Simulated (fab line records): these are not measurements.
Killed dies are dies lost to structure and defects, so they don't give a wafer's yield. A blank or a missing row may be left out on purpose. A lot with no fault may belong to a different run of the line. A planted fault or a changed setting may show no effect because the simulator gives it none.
fab line records -- flow nandHarc
record: lots: 11, wafers: 33, lastDay: 25
route steps=1159 shown P_M2@343 P_BONDPAD@365 END@1159
lots with no fault: from the same line, run without faults
startH: hours from the record's first day to the start of the lot's first wafer shown -- waitH: hours from the lot's prior step to this one -- " as in the row above -- L1.1+2: several wafers, shown together as one row -- - value missing, or start not given -- * or withheld: withheld -- < > ~ a bound
route shown NAME@n: a module of which the file shows steps, and the number in the route of the first -- usual: mean/standard deviation of fault-free wafers -- same: alike in all rows -- chamber/n: place in a boat -- sites: per-site readings -- _std_site: standard deviation across them -- _edge_site: outer sites' mean less inner sites' -- radiusMm: for every site, how far away it sits from the centre of the wafer -- mask NAME#n: copy n -- behind: the last tool/chamber to shape the wafer -- hold: why the lot went on hold/how many hours it stayed there/how the hold came to an end -- device: whichever transistor did not switch (one of n, p or np) -- end of line: at the end of the route, the tests of the same wafers -- where a step has no rows: the recipe by itself -- killed: count of dies lost to structure and defects at first sort (not the wafer's yield) -- map: a wafer's dies, marking killed ones x, the rest . and places with no die _
set.NAME: the setting as run; set.NAME@STEP: as run at that earlier step -- model.NAME: the simulator's own value behind a step, which no gauge read
steps of the route over a sample of lots; a table a step, a row a wafer
services: a tool's chamber out of use, with start hour (startH, from the record's first day; less than 0 if before it), hours out, and reason
== steps ==
step: NHARC_P_M2_ANNEAL_31
recipe: tempC: 225, timeS: 90
usual: wafer_temp_C_max: 225.88/0.26
lot.wafer,tool,chamber,startH,waitH,wafer_temp_C_max
L635.1,rtpAnneal-01,0,136.38,0.3,225.91
L635.4,rtpAnneal-01,0,136.38,0.3,226.03
L635.6,rtpAnneal-01,0,136.38,0.3,225.90
L636.1,rtpAnneal-02,0,149.36,0.3,225.65
L636.3,rtpAnneal-02,0,149.36,0.3,226.00
L636.5,rtpAnneal-02,0,149.36,0.3,225.77
L637.4,rtpAnneal-02,0,160.37,0.4,225.66
L637.5,rtpAnneal-02,0,160.37,0.4,225.49
L637.6,rtpAnneal-02,0,160.37,0.4,225.47
L639.2,rtpAnneal-01,0,171.95,-,226.28
L639.3,rtpAnneal-01,0,171.95,-,226.12
L639.5,rtpAnneal-01,0,171.95,-,226.15
L643.1,rtpAnneal-02,0,188.06,0.4,225.43
L643.2,rtpAnneal-02,0,188.06,0.4,225.91
L643.6,rtpAnneal-02,0,188.06,0.4,225.71
L642.1,rtpAnneal-01,0,188.43,-,225.66
L642.2,rtpAnneal-01,0,188.43,-,225.93
L642.3,rtpAnneal-01,0,188.43,-,226.15
L644.1,rtpAnneal-02,0,209.79,0.3,225.76
L644.3,rtpAnneal-02,0,209.79,0.3,225.94
L644.6,rtpAnneal-02,0,209.79,0.3,225.83
L646.1,rtpAnneal-02,0,210.58,0.3,225.46
L646.2,rtpAnneal-02,0,210.58,0.3,225.42
L646.4,rtpAnneal-02,0,210.58,0.3,225.73
L650.1,rtpAnneal-02,0,236.21,0.4,225.96
L650.3,rtpAnneal-02,0,236.21,0.4,225.81
L650.5,rtpAnneal-02,0,236.21,0.4,225.62
L654.1,rtpAnneal-02,0,255.08,-,225.80
L654.3,rtpAnneal-02,0,255.08,-,225.61
L654.4,rtpAnneal-02,0,255.08,-,225.71
L655.3,rtpAnneal-01,0,278.43,0.3,226.38
L655.4,rtpAnneal-01,0,278.43,0.3,226.22
L655.6,rtpAnneal-01,0,278.43,0.3,226.05
step: NHARC_P_BONDPAD_OVL_MEAS_38
usual: overlayXNm: 3/6.2, overlayYNm: 0/6.9
lot.wafer,tool,chamber,startH,waitH,overlayXNm,overlayYNm
L635.1,overlay-02,-,139.06,-,1,-1
L635.4,overlay-02,-,139.06,-,0,0
L635.6,overlay-02,-,139.06,-,0,0
L636.1,overlay-01,-,152.33,-,-4,9
L636.3,overlay-01,-,152.33,-,-4,9
L636.5,overlay-01,-,152.33,-,-4,8
L637.4,overlay-02,-,162.79,-,-5,5
L637.5,overlay-02,-,162.79,-,-5,5
L637.6,overlay-02,-,162.79,-,-5,4
L639.2,overlay-02,-,174.47,-,-4,-8
L639.3,overlay-02,-,174.47,-,-4,-8
L639.5,overlay-02,-,174.47,-,-5,-9
L643.1,overlay-01,-,190.75,-,-7,-1
L643.2,overlay-01,-,190.75,-,-6,-1
L643.6,overlay-01,-,190.75,-,-6,-1
L642.1,overlay-01,-,191.26,-,14,-12
L642.2,overlay-01,-,191.26,-,14,-11
L642.3,overlay-01,-,191.26,-,14,-11
L644.1,overlay-02,-,212.50,-,3,3
L644.3,overlay-02,-,212.50,-,3,2
L644.6,overlay-02,-,212.50,-,3,3
L646.1,overlay-01,-,213.32,-,2,-4
L646.2,overlay-01,-,213.32,-,1,-4
L646.4,overlay-01,-,213.32,-,1,-4
L650.1,overlay-02,-,239.14,-,-3,-11
L650.3,overlay-02,-,239.14,-,-3,-11
L650.5,overlay-02,-,239.14,-,-2,-11
L654.1,overlay-02,-,257.64,-,0,8
L654.3,overlay-02,-,257.64,-,0,8
L654.4,overlay-02,-,257.64,-,0,8
L655.3,overlay-02,-,281.01,-,-6,0
L655.4,overlay-02,-,281.01,-,-5,0
L655.6,overlay-02,-,281.01,-,-5,0
step: NHARC_P_BONDPAD_ETCH_12
recipe: targetDepthA: 2000, timeS: 100, chf3FlowSccm: 50, o2FlowSccm: 10, arFlowSccm: 200, rfW: 500, biasW: 200, chemistry: CHF3/O2
usual: biasW: 200.0/0.69, chamberPressureMTorr: 25.002/0.023, drypumpMotorCurrentA: 5.7/0.42, oesProductAu: 0.935/0.022, rfVppV: 369.9/2.4, showerheadPlenumPTorr: 2.38/0.11, throttleValvePct: 20.572/0.0092
lot.wafer,tool,chamber,startH,waitH,biasW,chamberPressureMTorr,drypumpMotorCurrentA,oesProductAu,rfHoursCounterH,rfVppV,showerheadPlenumPTorr,throttleValvePct
L635.1,rieDiel-08,2,-,-,199.4,25.007,5.7,0.976,0,365.8,2.29,20.567
L635.4,rieDiel-08,3,-,-,199.7,25.039,5.0,0.969,0,370.7,2.41,20.563
L635.6,rieDiel-08,2,-,-,199.9,25.029,5.7,0.968,-,368.6,2.29,20.562
L636.3,rieDiel-10,1,-,-,199.6,24.993,6.3,0.925,44,368.3,2.24,20.588
L636.1,rieDiel-10,0,-,-,200.6,24.966,6.3,0.920,51,373.4,2.55,20.564
L636.5,rieDiel-10,2,-,-,200.5,24.988,5.6,0.931,-,369.5,2.35,20.575
L637.4,rieDiel-11,3,-,-,200.8,25.001,5.9,0.907,48,370.2,2.39,20.580
L637.6,rieDiel-11,2,-,-,200.1,24.996,6.5,0.928,-,371.7,2.44,20.585
L637.5,rieDiel-11,3,-,-,201.6,24.982,5.9,0.918,-,371.1,2.39,20.573
L639.2,rieDiel-11,1,-,-,200.3,24.954,5.2,0.942,51,369.2,2.28,20.567
L639.3,rieDiel-11,2,-,-,199.0,25.010,6.5,0.933,54,372.0,2.44,20.585
L639.5,rieDiel-11,2,-,-,200.5,24.981,6.5,0.918,-,370.4,2.44,20.556
L643.1,rieDiel-08,2,-,-,200.5,24.982,5.7,0.935,5,367.2,2.29,20.561
L643.2,rieDiel-08,3,-,-,199.3,24.969,5.0,0.926,5,371.6,2.41,20.566
L643.6,rieDiel-08,1,-,-,199.6,24.978,6.0,0.945,-,372.5,2.54,20.584
L642.1,rieDiel-08,2,-,-,200.0,25.007,5.7,0.932,5,369.1,2.29,20.557
L642.3,rieDiel-08,3,-,-,200.6,25.013,5.0,0.927,6,370.7,2.41,20.570
L642.2,rieDiel-08,0,-,-,200.1,24.992,5.6,0.935,5,365.7,2.24,20.562
L644.3,rieDiel-08,0,-,-,200.7,24.995,5.6,0.925,6,366.7,2.24,20.575
L644.1,rieDiel-08,1,-,-,200.0,24.991,6.0,0.943,5,372.2,2.54,20.570
L644.6,rieDiel-08,0,-,-,200.5,24.994,5.6,0.923,-,366.4,2.24,20.560
L646.4,rieDiel-08,1,-,-,199.3,25.011,6.0,0.932,6,373.0,2.54,20.577
L646.2,rieDiel-08,2,-,-,200.7,24.972,5.7,0.920,6,367.2,2.29,20.561
L646.1,rieDiel-08,0,-,-,200.5,24.960,5.6,0.927,7,366.8,2.24,20.571
L650.1,rieDiel-11,1,-,-,200.1,25.040,5.2,0.900,19,367.6,2.27,20.569
L650.3,rieDiel-11,3,-,-,200.2,25.008,5.9,0.922,19,370.0,2.38,20.556
L650.5,rieDiel-11,1,-,-,199.5,25.018,5.2,0.898,-,367.9,2.27,20.576
L654.3,rieDiel-08,1,-,-,198.9,24.991,6.0,0.982,11,373.8,2.54,20.565
L654.1,rieDiel-08,3,-,-,201.4,24.990,5.0,0.962,11,370.7,2.41,20.570
L654.4,rieDiel-08,0,-,-,201.0,25.044,5.6,0.960,11,366.7,2.24,20.569
L655.3,rieDiel-08,1,-,-,201.1,25.008,6.0,0.934,13,373.5,2.54,20.592
L655.4,rieDiel-08,2,-,-,198.9,24.985,5.7,0.929,13,368.9,2.29,20.572
L655.6,rieDiel-08,0,-,-,199.9,25.020,5.6,0.923,-,367.9,2.23,20.584
step: NHARC_P_BONDPAD_ETCH_24
recipe: targetDepthA: 300, overEtchFrac: 0.3, timeS: 72.99, ionEnergyEv: 150, cf4FlowSccm: 50, n2FlowSccm: 100, arFlowSccm: 150, rfW: 300, biasW: 100, chemistry: CF4/N2
usual: biasW: 100.0/0.31, cf4FlowSccm: 49.99/0.15, drypumpMotorCurrentA: 5.7/0.4, oesProductAu: 1.002/0.011, rfVppV: 313.8/2.2, showerheadPlenumPTorr: 2.61/0.12, throttleValvePct: 19.794/0.0087
lot.wafer,tool,chamber,startH,waitH,biasW,cf4FlowSccm,drypumpMotorCurrentA,oesProductAu,rfHoursCounterH,rfVppV,showerheadPlenumPTorr,throttleValvePct
L635.1,rieDiel-08,2,139.78,-,100.3,50.08,5.7,1.007,1,313.2,2.51,19.801
L635.4,rieDiel-08,3,139.78,-,99.9,50.19,5.0,0.998,0,313.9,2.64,19.803
L635.6,rieDiel-08,2,139.78,-,100.1,50.10,5.7,0.998,-,311.1,2.51,19.798
L636.1,rieDiel-11,0,153.03,0.2,100.1,49.88,6.1,0.984,44,316.7,2.67,19.796
L636.3,rieDiel-11,3,153.03,0.2,99.9,50.12,5.9,0.987,45,315.1,2.61,19.792
L636.5,rieDiel-11,0,153.03,0.2,100.5,49.79,6.1,0.988,-,314.3,2.67,19.778
L637.4,rieDiel-08,2,163.48,-,99.5,49.88,5.7,1.000,3,311.7,2.51,19.795
L637.5,rieDiel-08,0,163.48,-,100.3,49.97,5.6,1.011,-,311.2,2.45,19.802
L637.6,rieDiel-08,1,163.48,-,100.1,49.93,6.0,1.030,-,317.7,2.78,19.800
L639.2,rieDiel-11,0,175.34,-,100.0,50.14,6.1,0.990,51,315.3,2.67,19.794
L639.3,rieDiel-11,2,175.34,-,100.5,50.04,6.5,1.004,54,314.5,2.67,19.796
L639.5,rieDiel-11,0,175.34,-,100.0,49.95,6.1,0.986,-,314.8,2.67,19.809
L643.2,rieDiel-08,0,191.47,-,100.1,49.93,5.6,1.005,5,310.0,2.45,19.802
L643.1,rieDiel-08,1,191.47,-,99.9,50.00,6.0,1.018,5,316.5,2.78,19.800
L643.6,rieDiel-08,0,191.47,-,99.8,50.17,5.6,1.001,-,311.1,2.45,19.801
L642.3,rieDiel-08,1,191.96,-,100.0,50.12,6.0,1.006,5,315.2,2.78,19.787
L642.2,rieDiel-08,2,191.96,-,99.6,49.89,5.7,0.995,5,311.3,2.50,19.787
L642.1,rieDiel-08,3,191.96,-,99.7,50.17,5.0,1.004,6,314.4,2.63,19.790
L644.3,rieDiel-08,0,213.16,-,-,-,-,-,-,-,-,-
L644.1,rieDiel-08,1,213.16,-,-,-,-,-,-,-,-,-
L644.6,rieDiel-08,1,213.16,-,-,-,-,-,-,-,-,-
L646.2,rieDiel-08,2,213.99,-,-,-,-,-,-,-,-,-
L646.4,rieDiel-08,3,213.99,-,-,-,-,-,-,-,-,-
L646.1,rieDiel-08,0,213.99,-,-,-,-,-,-,-,-,-
L650.1,rieDiel-08,1,239.85,-,100.1,50.04,6.0,1.010,9,316.9,2.78,19.798
L650.3,rieDiel-08,0,239.85,-,100.2,50.12,5.6,1.002,9,310.2,2.45,19.799
L650.5,rieDiel-08,2,239.85,-,99.4,49.94,5.7,1.002,-,312.7,2.50,19.791
L654.1,rieDiel-08,1,258.33,-,100.0,50.03,6.1,1.017,11,315.6,2.78,19.785
L654.4,rieDiel-08,3,258.33,-,100.1,49.92,5.0,1.005,11,314.1,2.63,19.803
L654.3,rieDiel-08,0,258.33,-,100.3,49.88,5.6,0.992,11,310.8,2.45,19.791
L655.4,rieDiel-08,2,281.69,-,100.4,50.31,5.7,0.998,13,312.6,2.50,19.786
L655.3,rieDiel-08,3,281.69,-,100.8,49.85,5.0,0.993,14,314.4,2.63,19.795
L655.6,rieDiel-08,0,281.69,-,99.5,50.31,5.7,0.993,-,312.3,2.44,19.798
step: NHARC_END_SORT_01
recipe: tempC: 25
usual: defectLimitedYield: 95.6/1.5, killedAtArray: 27/10, killedAtOther: 0.6/0.83, killedAtPeriphery: 2.4/1.8, killedDies: 30/10, killedOpen: 3.3/1.7, killedShort: 1.8/1.4, sort_bin_2_pct: 1.3/0.69, sort_bin_3_pct: 0.25/0.24, sort_bin_4_pct: 2.8/0.94, sortNPass: 647/10, sortRimYieldPct: 96.7/2.1, sortYieldPct: 95.6/1.5
same: grossDies: 677, sort_bin_5_pct[%]: 0, sort_bin_6_pct[%]: 0, sort_bin_7_pct[%]: 0, sort_bin_8_pct[%]: 0, sortRimNGross: 106.00
lot.wafer,tool,chamber,startH,waitH,defectLimitedYield[%],killedAtArray,killedAtOther,killedAtPeriphery,killedDies,killedOpen,killedShort,sort_bin_2_pct[%],sort_bin_3_pct[%],sort_bin_4_pct[%],sortNPass,sortRimYieldPct[%],sortYieldPct[%]
L639.2,prober-02,0,494.26,2.8,97.8,9,2,4,15,2,0,0.4,0,1.8,662,100.0,97.8
L639.3,prober-02,0,495.06,3.1,97.9,10,0,4,14,2,3,0.6,0.30,1.2,663,97.2,97.9
L639.5,prober-02,0,496.66,3.7,97.8,11,0,4,15,3,1,0.6,0.15,1.5,662,100.0,97.8
L646.1,prober-01,0,501.91,6.5,0,18,2,657,677,5,3,97.9,0.15,1.9,0,0,0
L646.2,prober-01,0,502.70,6.8,0,13,1,663,677,5,1,97.9,0,2.1,0,0,0
L646.4,prober-01,0,504.29,7.3,0,29,0,648,677,9,0,96.6,0.15,3.2,0,0,0
L644.1,prober-01,0,529.91,2.5,0,45,1,631,677,4,3,94.5,0.59,4.9,0,0,0
L644.3,prober-01,0,531.49,3.1,0,45,1,631,677,3,2,96.0,0.15,3.8,0,0,0
L644.6,prober-01,0,533.85,3.9,0,41,0,636,677,2,1,95.0,0.44,4.6,0,0,0
killed by level:class
L639.2 A_CHANNEL_HOLE_D1:chamberFilmFlake=4 P_GATE:chamberFilmFlake=2 A_STAIRCASE:chamberFilmFlake=2 A_CONTACT:chamberFilmFlake=2 THIN_TSV:chamberFilmFlake=2 P_GATE:geometricParticle:open=1 A_BLC:geometricParticle:open=1 P_STI:chamberFilmFlake=1
L639.3 A_CONTACT:chamberFilmFlake=4 A_ONON_D1:geometricParticle:short=2 P_BONDPAD:chamberFilmFlake=2 P_GATE:geometricParticle:open=1 A_M0:geometricParticle:open=1 A_M0:geometricParticle:short=1 P_STI:chamberFilmFlake=1 A_CHANNEL_HOLE_D1:chamberFilmFlake=1
L639.5 A_CHANNEL_HOLE_D1:chamberFilmFlake=3 A_STAIRCASE:chamberFilmFlake=3 P_STI:chamberFilmFlake=2 A_SLIT:chamberFilmFlake=2 P_CONTACT:geometricParticle:short=1 P_M2:geometricParticle:open=1 A_CONTACT:geometricParticle:open=1 A_ZERO_WELL:chamberFilmFlake=1
L646.1 P_BONDPAD:areaEtch=656 A_CONTACT:chamberFilmFlake=7 A_CHANNEL_HOLE_D1:chamberFilmFlake=3 A_CONTACT:geometricParticle:short=2 THIN_TSV:chamberFilmFlake=2 P_M1:geometricParticle:open=1 A_ONON_D1:geometricParticle:short=1 A_ONON_D1:geometricParticle:open=1
L646.2 P_BONDPAD:areaEtch=660 A_CHANNEL_HOLE_D1:chamberFilmFlake=4 A_CONTACT:chamberFilmFlake=3 P_M0:geometricParticle:open=1 A_CHANNEL_HOLE_D1:geometricParticle:open=1 A_SGD_CUT:geometricParticle:open=1 A_WL_FILL:geometricParticle:short=1 A_WL_FILL:geometricParticle:open=1
L646.4 P_BONDPAD:areaEtch=647 A_CHANNEL_HOLE_D1:chamberFilmFlake=10 A_STAIRCASE:chamberFilmFlake=6 A_CONTACT:chamberFilmFlake=5 A_CONTACT:geometricParticle:open=2 P_M0:geometricParticle:open=1 A_ONON_D1:geometricParticle:open=1 A_CHANNEL_FILL_D1:geometricParticle:open=1
L644.1 P_BONDPAD:areaEtch=626 A_CHANNEL_HOLE_D1:chamberFilmFlake=19 A_SLIT:chamberFilmFlake=13 A_STAIRCASE:chamberFilmFlake=5 P_GATE:chamberFilmFlake=2 P_M0:geometricParticle:open=1 P_M1:geometricParticle:short=1 A_SOURCE_PLATE:geometricParticle:open=1
L644.3 P_BONDPAD:areaEtch=630 A_CHANNEL_HOLE_D1:chamberFilmFlake=21 A_SLIT:chamberFilmFlake=13 A_CONTACT:chamberFilmFlake=3 A_WL_FILL:chamberFilmFlake=2 P_CONTACT:geometricParticle:open=1 A_SOURCE_PLATE:geometricParticle:open=1 A_ONON_D1:geometricParticle:short=1
L644.6 P_BONDPAD:areaEtch=631 A_CHANNEL_HOLE_D1:chamberFilmFlake=17 A_SLIT:chamberFilmFlake=15 A_CONTACT:chamberFilmFlake=5 A_STAIRCASE:chamberFilmFlake=2 P_STI:geometricParticle:short=1 P_CONTACT:geometricParticle:open=1 A_CONTACT:geometricParticle:open=1
== services ==
tool,chamber,startH,hours,kind
rieDiel-08,-,124.86,9.0,pm
rieDiel-08,0,124.86,9.0,ventCycle
rieDiel-08,1,124.86,9.0,ventCycle
rieDiel-08,2,124.86,9.0,ventCycle
rieDiel-08,3,124.86,9.0,ventCycle
rieDiel-10,2,133.21,3.4,repair
rieDiel-08,0,133.86,-,clean
rieDiel-08,1,133.86,-,clean
rieDiel-08,2,133.86,-,clean
rieDiel-08,3,133.86,-,clean
rieDiel-10,1,135.60,11.1,repair
rieDiel-11,-,139.34,0.5,repair
rieDiel-11,1,140.53,17.6,repair
rieDiel-08,2,143.46,1.6,repair
rieDiel-11,-,153.84,0.3,repair
rieDiel-08,0,158.36,-,clean
rieDiel-08,1,158.36,-,clean
rieDiel-08,2,165.10,8.6,repair
rieDiel-10,-,176.50,9.0,pm
rieDiel-08,1,180.46,9.2,repair
rieDiel-11,-,189.65,9.0,pm
rieDiel-11,2,202.52,54.4,repair
rieDiel-10,2,206.85,1.4,repair
rieDiel-11,-,237.80,0.4,repair
== key ==
firstSign: step: NHARC_P_BONDPAD_ETCH_24, reading: toolRecord, direction: missing
effect: step: NHARC_END_SORT_01, reading: killedAtPeriphery, direction: up, sigmas: 99+, usual: 2.4, struck: 644.3
moreKillsBornAt: NHARC_P_BONDPAD_ETCH_24@rieDiel-08: 3850
metAt NHARC_P_BONDPAD_ETCH_24
struckLots L644,L646
laterRowsLeftOut L644.1,L644.3,L644.6,L646.1,L646.2,L646.4
notActingAt NHARC_P_M2_ANNEAL_31,NHARC_P_BONDPAD_OVL_MEAS_38,NHARC_P_BONDPAD_ETCH_12
onsetBetween 191.96 213.16
fault: kind: skippedStepWhole, tool: rieDiel-08, chamber: -, onsetH: 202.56, steps: NHARC_P_BONDPAD_ETCH_24, scope: struckLotsOnly
laterRowsLeftOut: the simulator's readings of these wafers behind a module that went badly wrong aren't trusted and aren't shown, but for the sort
